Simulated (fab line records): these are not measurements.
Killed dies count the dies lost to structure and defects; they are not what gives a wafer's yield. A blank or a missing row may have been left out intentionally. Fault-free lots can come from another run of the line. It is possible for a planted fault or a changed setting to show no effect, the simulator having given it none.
fab line records | flow nandHarc | part 1 of 2: steps 1 to 4 of 6
record: lots: 22 | wafers: 66 | lastDay: 24
route steps=1159 shown A_CHANNEL_HOLE_D1@488 A_CHANNEL_FILL_D1@493 A_STAIRCASE@560
lots that met no fault: taken from a fault-free run of the same line
startH: hours from the record's first day to the start of the lot's first wafer shown | waitH: hours since the lot's step before | " as in the row above | L1.1+2: a row that stands for several wafers | - no value, or no start given | * or withheld: withheld | < > ~ a bound
route shown NAME@n: names a module that has steps shown in the file, with the first one's number in the route | usual: the fault-free wafers' mean and standard deviation | same: alike in all rows | chamber/n: place in a boat | sites: the reading at each site | _std_site: how widely they spread, as a standard deviation | _edge_site: inner sites' mean taken away from outer sites' mean | radiusMm: for every site, how far away it sits from the centre of the wafer | mask NAME#n: copy n | behind: tool/chamber where the wafer was last shaped | hold: why the lot was held/for how many hours/how that ended | device: which transistor (n, p or np) failed to switch | end of line: the tests these same wafers got at the end of their route | for a step that has no rows: nothing shown but its recipe | killed: count of dies lost to structure and defects at first sort (not the wafer's yield) | map: shows each die of a wafer: x if killed, . if not, _ if none is there
set.NAME: the setting the step ran with; set.NAME@STEP: the setting that earlier step ran with | model.NAME: the simulator's own value behind a step, which no gauge read
steps of the route over a sample of lots; a table a step, a row a wafer
services: a tool's chamber out of use, with start hour (startH, from the record's first day; less than 0 if before it), hours out, and reason
== steps ==
step: NHARC_A_CHANNEL_HOLE_D1_XSEM_31
recipe: landingEnergyEv: 35000
usual: botCdNm: 74.4/1.2 | bowNm: 8.61/0.25 | tiltDeg: 0.07/0.031
lot.wafer | tool    | chamber | startH | waitH | botCdNm | bowNm | tiltDeg
L074.1    | xsem-01 | 0       | 182.38 | 0.1   | 74.4    | 8.33  | 0.05
L074.2    | "       | 0       | "      | "     | 73.9    | 8.26  | 0.05
L074.6    | "       | 0       | "      | "     | 74.7    | 8.34  | 0.05
L076.1    | xsem-02 | 0       | 187.54 | 0.1   | 73.9    | 8.19  | 0.02
L076.2    | "       | 0       | "      | "     | 74.8    | 8.14  | 0.02
L076.5    | "       | 0       | "      | "     | 73.9    | 8.12  | 0.02
L075.4    | xsem-01 | 0       | 189.27 | 0.1   | 73.8    | 8.84  | 0.05
L075.5    | "       | 0       | "      | "     | 70.3    | 8.86  | 0.05
L075.6    | "       | 0       | "      | "     | 75.4    | 8.81  | 0.05
L078.2    | xsem-02 | 0       | 206.47 | 0.1   | 73.2    | 8.81  | 0.08
L078.3    | "       | 0       | "      | "     | 74.5    | 8.86  | 0.08
L078.4    | "       | 0       | "      | "     | 74.3    | 8.80  | 0.08
L077.1    | xsem-01 | 0       | 206.66 | 0.1   | 74.6    | 8.32  | 0.03
L077.5    | "       | 0       | "      | "     | 73.2    | 8.30  | 0.03
L077.6    | "       | 0       | "      | "     | 76.4    | 8.28  | 0.02
L079.1    | xsem-02 | 0       | 211.04 | 0.1   | 75.3    | 8.03  | 0.03
L079.3    | "       | 0       | "      | "     | 75.9    | 8.03  | 0.03
L079.4    | "       | 0       | "      | "     | 73.2    | 8.00  | 0.03
L080.3    | xsem-01 | 0       | 211.25 | 0.1   | 72.9    | 8.78  | 0.10
L080.5    | "       | 0       | "      | "     | 75.2    | 8.82  | 0.10
L080.6    | "       | 0       | "      | "     | 74.1    | 8.77  | 0.11
L081.2    | xsem-02 | 0       | 221.93 | 0.1   | 76.6    | 8.74  | 0.11
L081.4    | "       | 0       | "      | "     | 73.6    | 8.81  | 0.11
L081.5    | "       | 0       | "      | "     | 75.7    | 8.84  | 0.11
L083.1    | xsem-01 | 0       | 233.29 | 0.1   | 75.6    | 8.58  | 0.06
L083.4    | "       | 0       | "      | "     | 75.2    | 8.64  | 0.06
L083.6    | "       | 0       | "      | "     | 74.5    | 8.58  | 0.06
L082.1    | xsem-02 | 0       | 235.03 | 0.1   | 74.1    | 8.54  | 0.05
L082.2    | "       | 0       | "      | "     | 76.4    | 8.63  | 0.05
L082.3    | "       | 0       | "      | "     | 74.7    | 8.55  | 0.05
L084.2    | xsem-01 | 0       | 237.47 | 0.1   | 74.9    | 9.06  | 0.10
L084.4    | "       | 0       | "      | "     | 75.8    | 8.92  | 0.10
L084.6    | "       | 0       | "      | "     | 74.2    | 9.06  | 0.10
L088.4    | xsem-01 | 0       | 263.53 | 0.1   | 74.3    | 8.62  | 0.04
L088.5    | "       | 0       | "      | "     | 74.3    | 8.56  | 0.04
L088.6    | "       | 0       | "      | "     | 74.9    | 8.66  | 0.04
L086.1    | xsem-02 | 0       | 271.18 | 0.1   | 74.9    | 8.79  | 0.08
L086.4    | "       | 0       | "      | "     | 74.7    | 8.78  | 0.08
L086.5    | "       | 0       | "      | "     | 77.5    | 8.76  | 0.08
L090.1    | xsem-01 | 0       | 277.68 | 0.1   | 77.9    | 8.88  | 0.12
L090.2    | "       | 0       | "      | "     | 74.9    | 8.77  | 0.12
L090.4    | "       | 0       | "      | "     | 73.9    | 8.93  | 0.12
L089.1    | xsem-02 | 0       | 278.22 | 0.1   | 73.6    | 8.23  | 0.09
L089.2    | "       | 0       | "      | "     | 74.2    | 8.27  | 0.09
L089.5    | "       | 0       | "      | "     | 75.2    | 8.33  | 0.09
L087.1    | xsem-01 | 0       | 281.83 | 0.1   | 73.6    | 8.57  | 0.09
L087.2    | "       | 0       | "      | "     | 74.9    | 8.60  | 0.09
L087.4    | "       | 0       | "      | "     | 74.6    | 8.63  | 0.09
L091.2    | xsem-02 | 0       | 285.73 | 0.1   | 75.5    | 8.80  | 0.07
L091.3    | "       | 0       | "      | "     | 77.1    | 8.74  | 0.07
L091.6    | "       | 0       | "      | "     | 75.3    | 8.86  | 0.07
L092.1    | xsem-01 | 0       | 293.25 | 0.1   | 74.7    | 8.80  | 0.07
L092.3    | "       | 0       | "      | "     | 72.9    | 8.73  | 0.07
L092.4    | "       | 0       | "      | "     | 73.5    | 8.80  | 0.08
L093.3    | xsem-02 | 0       | 294.65 | 0.1   | 73.6    | 8.43  | 0.10
L093.5    | "       | 0       | "      | "     | 73.6    | 8.47  | 0.10
L093.6    | "       | 0       | "      | "     | 74.2    | 8.42  | 0.10
L095.3    | xsem-01 | 0       | 297.30 | 0.1   | 73.3    | 8.64  | 0.09
L095.5    | "       | 0       | "      | "     | 75.1    | 8.63  | 0.09
L095.6    | "       | 0       | "      | "     | 74.3    | 8.68  | 0.09
L094.1    | xsem-02 | 0       | 299.47 | 0.1   | 74.6    | 8.78  | 0.06
L094.2    | "       | 0       | "      | "     | 76.1    | 8.81  | 0.06
L094.6    | "       | 0       | "      | "     | 75.2    | 8.82  | 0.06
L096.1    | xsem-01 | 0       | 318.23 | 0.1   | 73.6    | 8.74  | 0.05
L096.2    | "       | 0       | "      | "     | 72.2    | 8.72  | 0.05
L096.4    | "       | 0       | "      | "     | 73.0    | 8.74  | 0.05
step: NHARC_A_CHANNEL_FILL_D1_ALD_03
recipe: targetThkA: 60 | pulseTimeS: 60 | aldCycles: 58 | tempC: 630 | pressureTorr: 2 | material: SiNx
usual: precursorPulseHeightRel: 1.000/0.02
lot.wafer | tool           | chamber | startH | waitH | precursorPulseHeightRel
L074.1    | aldSinBatch-02 | 0       | -      | -     | 1.030
L074.2    | "              | 0       | "      | "     | 1.004
L074.6    | "              | 0       | "      | "     | 1.002
L075.4    | aldSinBatch-01 | 0       | -      | -     | 0.990
L075.5    | "              | 0       | "      | "     | 0.996
L075.6    | "              | 0       | "      | "     | 0.999
L076.1    | aldSinBatch-01 | 0       | -      | -     | 1.018
L076.2    | "              | 0       | "      | "     | 0.987
L076.5    | "              | 0       | "      | "     | 0.994
L077.1    | aldSinBatch-01 | 0       | -      | -     | 1.001
L077.5    | "              | 0       | "      | "     | 0.966
L077.6    | "              | 0       | "      | "     | 1.030
L078.2    | aldSinBatch-01 | 0       | -      | -     | 0.967
L078.3    | "              | 0       | "      | "     | 1.018
L078.4    | "              | 0       | "      | "     | 0.966
L079.1    | aldSinBatch-01 | 0       | -      | -     | 1.009
L079.3    | "              | 0       | "      | "     | 1.003
L079.4    | "              | 0       | "      | "     | 0.974
L080.3    | aldSinBatch-01 | 0       | -      | -     | 0.998
L080.5    | "              | 0       | "      | "     | 1.002
L080.6    | "              | 0       | "      | "     | 1.001
L081.2    | aldSinBatch-03 | 0       | -      | -     | 0.988
L081.4    | "              | 0       | "      | "     | 0.997
L081.5    | "              | 0       | "      | "     | 0.998
L082.1    | aldSinBatch-01 | 0       | -      | -     | 1.042
L082.2    | "              | 0       | "      | "     | 0.990
L082.3    | "              | 0       | "      | "     | 0.977
L083.1    | aldSinBatch-01 | 0       | -      | -     | 1.005
L083.4    | "              | 0       | "      | "     | 0.993
L083.6    | "              | 0       | "      | "     | 1.000
L084.2    | aldSinBatch-01 | 0       | -      | -     | 1.015
L084.4    | "              | 0       | "      | "     | 1.008
L084.6    | "              | 0       | "      | "     | 0.971
L088.4    | aldSinBatch-01 | 0       | -      | -     | 1.020
L088.5    | "              | 0       | "      | "     | 1.022
L088.6    | "              | 0       | "      | "     | 1.023
L086.1    | aldSinBatch-03 | 0       | -      | -     | 0.964
L086.4    | "              | 0       | "      | "     | 0.997
L086.5    | "              | 0       | "      | "     | 1.030
L089.1    | aldSinBatch-01 | 0       | -      | -     | 0.999
L089.2    | "              | 0       | "      | "     | 0.992
L089.5    | "              | 0       | "      | "     | 0.992
L090.1    | aldSinBatch-01 | 0       | -      | -     | 0.988
L090.2    | "              | 0       | "      | "     | 1.033
L090.4    | "              | 0       | "      | "     | 0.996
L087.1    | aldSinBatch-01 | 0       | -      | -     | 1.009
L087.2    | "              | 0       | "      | "     | 1.008
L087.4    | "              | 0       | "      | "     | 0.979
L091.2    | aldSinBatch-03 | 0       | -      | -     | 1.035
L091.3    | "              | 0       | "      | "     | 0.957
L091.6    | "              | 0       | "      | "     | 0.969
L092.1    | aldSinBatch-03 | 0       | -      | -     | 0.991
L092.3    | "              | 0       | "      | "     | 0.990
L092.4    | "              | 0       | "      | "     | 1.015
L093.3    | aldSinBatch-03 | 0       | -      | -     | 0.965
L093.5    | "              | 0       | "      | "     | 1.012
L093.6    | "              | 0       | "      | "     | 0.975
L094.1    | aldSinBatch-01 | 0       | -      | -     | 0.953
L094.2    | "              | 0       | "      | "     | 0.963
L094.6    | "              | 0       | "      | "     | 0.998
L095.3    | aldSinBatch-01 | 0       | -      | -     | 1.021
L095.5    | "              | 0       | "      | "     | 1.006
L095.6    | "              | 0       | "      | "     | 0.975
L096.1    | aldSinBatch-01 | 0       | -      | -     | 0.995
L096.2    | "              | 0       | "      | "     | 1.006
L096.4    | "              | 0       | "      | "     | 0.994
step: NHARC_A_CHANNEL_FILL_D1_STRIP_28
recipe: timeS: 20 | o2FlowSccm: 500 | arFlowSccm: 0 | biasW: 0 | chemistry: O2
usual: chamberPressureMTorr: 60.00/0.056 | drypumpMotorCurrentA: 5.56/0.28 | oesProductAu: 1.002/0.0099 | rfVppV: 57.7/0.87 | showerheadPlenumPTorr: 3.49/0.13 | throttleValvePct: 17.036/0.009
same: timeS: 20
lot.wafer | tool       | chamber | startH | waitH | chamberPressureMTorr | drypumpMotorCurrentA | oesProductAu | rfHoursCounterH | rfVppV | showerheadPlenumPTorr | throttleValvePct
L076.1    | rieDiel-09 | 0       | 210.85 | 0.1   | 60.06                | 5.78                 | 0.993        | 23              | 59.5   | 3.37                  | 17.029
L076.2    | "          | 2       | "      | "     | 59.99                | 5.97                 | 0.996        | 22              | 56.6   | 3.29                  | 17.049
L076.5    | "          | 1       | "      | "     | 60.04                | 5.48                 | 0.995        | -               | 56.5   | 3.36                  | 17.041
L074.2    | rieDiel-13 | 3       | 210.85 | 0.1   | 59.99                | 5.79                 | 1.011        | 3               | 59.2   | 3.59                  | 17.035
L074.1    | "          | 0       | "      | "     | 60.03                | 5.63                 | 1.007        | 3               | 59.0   | 3.54                  | 17.033
L074.6    | "          | 3       | "      | "     | 60.01                | 5.80                 | 1.007        | -               | 57.6   | 3.59                  | 17.052
L075.4    | rieDiel-10 | 0       | 210.86 | 0.1   | 59.99                | 5.23                 | 1.001        | 0               | 57.6   | 3.35                  | 17.037
L075.6    | "          | 2       | "      | "     | 59.90                | 5.30                 | 1.008        | -               | 57.4   | 3.75                  | 17.019
L075.5    | "          | 3       | "      | "     | 60.03                | 5.96                 | 1.016        | -               | 57.5   | 3.57                  | 17.043
L077.1    | rieDiel-10 | 2       | 230.74 | 0.1   | 60.01                | 5.32                 | 1.001        | 1               | 57.6   | 3.75                  | 17.050
L077.6    | "          | 2       | "      | "     | 59.94                | 5.29                 | 1.006        | -               | 57.6   | 3.75                  | 17.043
L077.5    | "          | 3       | "      | "     | 59.96                | 5.94                 | 1.017        | -               | 58.1   | 3.57                  | 17.018
L078.2    | rieDiel-13 | 1       | 230.74 | 0.1   | 60.03                | 5.12                 | 0.994        | 4               | 57.3   | 3.38                  | 17.030
L078.3    | "          | 2       | "      | "     | 60.02                | 5.69                 | 1.015        | 4               | 57.3   | 3.48                  | 17.019
L078.4    | "          | 3       | "      | "     | 60.07                | 5.80                 | 1.004        | 4               | 58.1   | 3.59                  | 17.047
L079.4    | rieDiel-13 | 0       | 238.43 | 0.1   | 60.03                | 5.64                 | 1.016        | 5               | 57.9   | 3.54                  | 17.030
L079.3    | "          | 1       | "      | "     | 59.93                | 5.13                 | 0.981        | 5               | 56.7   | 3.38                  | 17.044
L079.1    | "          | 3       | "      | "     | 59.89                | 5.80                 | 0.995        | 5               | 57.8   | 3.59                  | 17.027
L080.3    | rieDiel-10 | 0       | 238.43 | 0.1   | 59.87                | 5.21                 | 1.002        | 1               | 56.4   | 3.35                  | 17.024
L080.5    | "          | 3       | "      | "     | 60.05                | 5.93                 | 1.019        | -               | 58.0   | 3.57                  | 17.036
L080.6    | "          | 0       | "      | "     | 60.05                | 5.21                 | 1.003        | -               | 57.3   | 3.35                  | 17.034
L081.4    | rieDiel-10 | 1       | 246.19 | 0.1   | 60.06                | 5.56                 | 0.994        | 1               | 57.1   | 3.41                  | 17.034
L081.2    | "          | 3       | "      | "     | 59.88                | 5.97                 | 1.022        | 2               | 58.8   | 3.57                  | 17.032
L081.5    | "          | 0       | "      | "     | 59.99                | 5.22                 | 1.012        | -               | 58.3   | 3.35                  | 17.036
L082.1    | rieDiel-13 | 1       | 258.51 | 0.1   | 60.01                | 5.16                 | 0.986        | 5               | 57.3   | 3.38                  | 17.030
L082.2    | "          | 2       | "      | "     | 59.97                | 5.68                 | 1.006        | 5               | 57.9   | 3.48                  | 17.034
L082.3    | "          | 3       | "      | "     | 59.90                | 5.79                 | 1.001        | 5               | 58.6   | 3.59                  | 17.046
L083.4    | rieDiel-10 | 1       | 259.00 | 0.6   | 60.12                | 5.49                 | 0.994        | 2               | 57.0   | 3.41                  | 17.035
L083.1    | "          | 3       | "      | "     | 60.01                | 5.95                 | 1.013        | 2               | 56.3   | 3.57                  | 17.032
L083.6    | "          | 1       | "      | "     | 60.02                | 5.55                 | 0.999        | -               | 56.4   | 3.41                  | 17.046
L084.2    | rieDiel-09 | 0       | 263.76 | 0.1   | 60.07                | 5.80                 | 0.998        | 0               | 57.1   | 3.37                  | 17.030
L084.4    | "          | 1       | "      | "     | 59.99                | 5.49                 | 1.013        | 0               | 58.7   | 3.35                  | 17.041
L084.6    | "          | 0       | "      | "     | 60.00                | 5.80                 | 1.000        | -               | 56.4   | 3.37                  | 17.034
L088.4    | rieDiel-13 | 3       | 288.88 | 0.1   | 60.07                | 5.80                 | 0.993        | 0               | 57.2   | 3.59                  | 17.036
L088.6    | "          | 1       | "      | "     | 60.04                | 5.16                 | 0.991        | -               | 57.0   | 3.38                  | 17.040
L088.5    | "          | 2       | "      | "     | 59.98                | 5.70                 | 1.011        | -               | 57.5   | 3.48                  | 17.051
L086.4    | rieDiel-13 | 0       | 296.71 | 0.1   | 60.00                | 5.61                 | 1.004        | 0               | 58.3   | 3.54                  | 17.038
L086.1    | "          | 1       | "      | "     | 59.99                | 5.14                 | 1.002        | 1               | 58.7   | 3.38                  | 17.044
L086.5    | "          | 0       | "      | "     | 60.05                | 5.62                 | 1.005        | -               | 58.4   | 3.54                  | 17.027
L089.1    | rieDiel-10 | 3       | 302.20 | 0.1   | 59.97                | 5.97                 | 1.016        | 3               | 57.5   | 3.57                  | 17.036
L089.2    | "          | 0       | "      | "     | 60.01                | 5.22                 | 1.004        | 3               | 57.2   | 3.35                  | 17.046
L089.5    | "          | 1       | "      | "     | 60.10                | 5.53                 | 1.003        | -               | 56.5   | 3.41                  | 17.034
L090.1    | rieDiel-13 | 2       | 302.21 | 0.1   | 59.92                | 5.68                 | 1.015        | 0               | 58.2   | 3.48                  | 17.027
L090.4    | "          | 3       | "      | "     | 60.07                | 5.77                 | 0.989        | 0               | 57.6   | 3.59                  | 17.020
L090.2    | "          | 0       | "      | "     | 60.02                | 5.64                 | 1.005        | 0               | 57.0   | 3.54                  | 17.038
L087.2    | rieDiel-10 | 2       | 306.46 | 0.1   | 59.84                | 5.34                 | 1.005        | 2               | 58.2   | 3.75                  | 17.043
L087.4    | "          | 3       | "      | "     | 59.95                | 5.93                 | 1.009        | 3               | 57.4   | 3.57                  | 17.053
L087.1    | "          | 0       | "      | "     | 59.99                | 5.23                 | 1.005        | 3               | 57.3   | 3.35                  | 17.036
L091.2    | rieDiel-13 | 2       | 310.36 | 0.1   | 60.03                | 5.68                 | 1.004        | 1               | 58.2   | 3.48                  | 17.028
L091.3    | "          | 3       | "      | "     | 60.03                | 5.80                 | 0.970        | 0               | 57.1   | 3.59                  | 17.054
L091.6    | "          | 2       | "      | "     | 59.94                | 5.70                 | 1.005        | -               | 57.0   | 3.48                  | 17.045
L093.3    | rieDiel-13 | 0       | 318.93 | 0.1   | 59.91                | 5.64                 | 0.998        | 1               | 58.8   | 3.54                  | 17.031
L093.5    | "          | 0       | "      | "     | 60.07                | 5.63                 | 1.003        | -               | 56.8   | 3.54                  | 17.038
L093.6    | "          | 1       | "      | "     | 60.03                | 5.18                 | 0.996        | -               | 58.8   | 3.38                  | 17.031
L092.3    | rieDiel-10 | 0       | 318.94 | 0.1   | 59.95                | 5.21                 | 1.002        | 3               | 56.3   | 3.34                  | 17.034
L092.4    | "          | 1       | "      | "     | 59.94                | 5.58                 | 1.008        | 3               | 57.7   | 3.41                  | 17.028
L092.1    | "          | 3       | "      | "     | 59.94                | 5.93                 | 1.017        | 3               | 57.3   | 3.57                  | 17.044
L094.1    | rieDiel-10 | 2       | 322.78 | 0.1   | 59.91                | 5.33                 | 1.007        | 3               | 57.6   | 3.75                  | 17.033
L094.2    | "          | 3       | "      | "     | 60.00                | 5.94                 | 1.017        | 3               | 57.3   | 3.57                  | 17.037
L094.6    | "          | 2       | "      | "     | 60.10                | 5.34                 | 1.006        | -               | 57.2   | 3.75                  | 17.035
L095.3    | rieDiel-13 | 0       | 322.78 | 0.1   | 60.08                | 5.63                 | 1.004        | 1               | 56.9   | 3.54                  | 17.036
L095.6    | "          | 0       | "      | "     | 59.98                | 5.63                 | 1.012        | -               | 59.5   | 3.54                  | 17.032
L095.5    | "          | 1       | "      | "     | 60.03                | 5.13                 | 0.989        | -               | 58.2   | 3.38                  | 17.013
L096.1    | rieDiel-10 | 1       | 346.64 | 0.1   | 60.15                | 5.55                 | 0.986        | 4               | 57.0   | 3.41                  | 17.036
L096.4    | "          | 3       | "      | "     | 59.92                | 5.95                 | 1.014        | 4               | 59.5   | 3.57                  | 17.032
L096.2    | "          | 0       | "      | "     | 59.97                | 5.22                 | 1.001        | 4               | 57.2   | 3.34                  | 17.033
step: NHARC_A_STAIRCASE_ETCH_23
recipe: targetDepthA: 1000 | timeS: 40.5 | ionEnergyEv: 400 | c4f8FlowSccm: 20 | o2FlowSccm: 10 | arFlowSccm: withheld | rfW: 600 | biasW: 1000 | chemistry: C4F8/O2
usual: chamberPressureMTorr: 25.000/0.021 | oesProductAu: 0.942/0.012 | rfVppV: 895/4.7
same: timeS: 40.5
lot.wafer | tool       | chamber | startH | waitH | chamberPressureMTorr | oesProductAu | rfHoursCounterH | rfVppV
L074.2    | rieDiel-11 | 0       | -      | -     | 25.030               | 0.950        | 9               | 899
L074.1    | "          | 1       | "      | "     | 24.978               | 0.939        | 18              | 898
L074.6    | "          | 2       | "      | "     | 25.027               | 0.948        | -               | 902
L076.1    | rieDiel-03 | 1       | -      | -     | 25.022               | 0.955        | 8               | 897
L076.2    | "          | 2       | "      | "     | 25.028               | 0.952        | 6               | 901
L076.5    | "          | 2       | "      | "     | 24.993               | 0.949        | -               | 900
L075.4    | rieDiel-02 | 2       | -      | -     | 25.032               | 0.942        | 33              | 892
L075.6    | "          | 3       | "      | "     | 25.024               | 0.947        | -               | 887
L075.5    | "          | 0       | "      | "     | 25.016               | 0.926        | -               | 894
L078.2    | rieDiel-11 | 2       | -      | -     | 24.970               | 0.962        | 23              | 901
L078.4    | "          | 3       | "      | "     | 25.006               | 0.949        | 24              | 899
L078.3    | "          | 0       | "      | "     | 24.997               | 0.937        | 16              | 898
L077.1    | rieDiel-02 | 0       | -      | -     | 25.000               | 0.940        | 35              | 892
L077.5    | "          | 2       | "      | "     | 25.023               | 0.950        | -               | 892
L077.6    | "          | 3       | "      | "     | 25.024               | 0.936        | -               | 887
L079.1    | rieDiel-02 | 0       | -      | -     | 24.990               | 0.921        | 37              | 891
L079.3    | "          | 1       | "      | "     | 25.020               | 0.951        | 37              | 887
L079.4    | "          | 3       | "      | "     | 25.011               | 0.934        | 41              | 886
L080.3    | rieDiel-02 | 1       | -      | -     | 25.007               | 0.957        | 38              | 887
L080.5    | "          | 1       | "      | "     | 24.993               | 0.941        | -               | 887
L080.6    | "          | 2       | "      | "     | 24.980               | 0.948        | -               | 892
L081.4    | rieDiel-11 | 1       | -      | -     | 25.019               | 0.935        | 29              | 899
L081.2    | "          | 2       | "      | "     | 24.964               | 0.985        | 28              | 901
L081.5    | "          | 0       | "      | "     | 25.010               | 0.951        | -               | 897
L082.1    | rieDiel-11 | 1       | -      | -     | 24.989               | 0.948        | 32              | 896
L082.2    | "          | 2       | "      | "     | 24.988               | 0.957        | 31              | 902
L082.3    | "          | 0       | "      | "     | 25.008               | 0.937        | 25              | 897
L083.4    | rieDiel-02 | 3       | -      | -     | 24.995               | 0.949        | 49              | 887
L083.1    | "          | 0       | "      | "     | 24.997               | 0.932        | 45              | 892
L083.6    | "          | 1       | "      | "     | 24.986               | 0.947        | -               | 887
L084.2    | rieDiel-02 | 2       | -      | -     | 25.016               | 0.942        | 52              | 894
L084.4    | "          | 3       | "      | "     | 25.022               | 0.944        | 51              | 886
L084.6    | "          | 3       | "      | "     | 25.014               | 0.937        | -               | 885
L088.4    | rieDiel-11 | 1       | -      | -     | 24.979               | 0.942        | 40              | 895
L088.6    | "          | 3       | "      | "     | 25.049               | 0.941        | -               | 896
L088.5    | "          | 0       | "      | "     | 25.009               | 0.946        | -               | 898
L086.4    | rieDiel-02 | 1       | -      | -     | 24.995               | 0.959        | 58              | 888
L086.1    | "          | 3       | "      | "     | 25.036               | 0.928        | 60              | 886
L086.5    | "          | 0       | "      | "     | 25.022               | 0.938        | -               | 894
L089.2    | rieDiel-03 | 1       | -      | -     | 25.019               | 0.943        | 36              | 897
L089.1    | "          | 2       | "      | "     | 24.969               | 0.929        | 39              | 900
L089.5    | "          | 1       | "      | "     | 24.998               | 0.940        | -               | 897
L090.4    | rieDiel-03 | 0       | -      | -     | 24.988               | 0.921        | 39              | 894
L090.2    | "          | 1       | "      | "     | 24.987               | 0.938        | 36              | 896
L090.1    | "          | 2       | "      | "     | 24.950               | 0.918        | 39              | 900
L087.4    | rieDiel-11 | 3       | -      | -     | 24.949               | 0.929        | 52              | 898
L087.2    | "          | 0       | "      | "     | 25.064               | 0.927        | 40              | 897
L087.1    | "          | 1       | "      | "     | 24.966               | 0.936        | 48              | 897
L091.3    | rieDiel-03 | 2       | -      | -     | 24.981               | 0.925        | 41              | 900
L091.2    | "          | 1       | "      | "     | 24.974               | 0.954        | 38              | 896
L091.6    | "          | 2       | "      | "     | 24.966               | 0.932        | -               | 900
L092.3    | rieDiel-11 | 2       | -      | -     | 24.985               | 0.946        | 57              | 900
L092.1    | "          | 3       | "      | "     | 25.024               | 0.942        | 58              | 897
L092.4    | "          | 0       | "      | "     | 25.008               | 0.946        | 46              | 897
L093.3    | rieDiel-11 | 2       | -      | -     | 24.995               | 0.954        | 57              | 902
L093.5    | "          | 1       | "      | "     | 25.029               | 0.928        | -               | 897
L093.6    | "          | 2       | "      | "     | 25.038               | 0.938        | -               | 902
L095.3    | rieDiel-03 | 3       | -      | -     | 25.005               | 0.927        | 48              | 891
L095.6    | "          | 3       | "      | "     | 24.992               | 0.926        | -               | 892
L095.5    | "          | 0       | "      | "     | 24.993               | 0.941        | -               | 896
L094.1    | rieDiel-11 | 1       | -      | -     | 24.997               | 0.935        | 56              | 898
L094.2    | "          | 3       | "      | "     | 25.002               | 0.948        | 60              | 898
L094.6    | "          | 0       | "      | "     | 25.025               | 0.938        | -               | 896
L096.4    | rieDiel-03 | 3       | -      | -     | 24.983               | 0.930        | 55              | 890
L096.1    | "          | 0       | "      | "     | 25.001               | 0.950        | 51              | 895
L096.2    | "          | 2       | "      | "     | 25.001               | 0.922        | 53              | 900
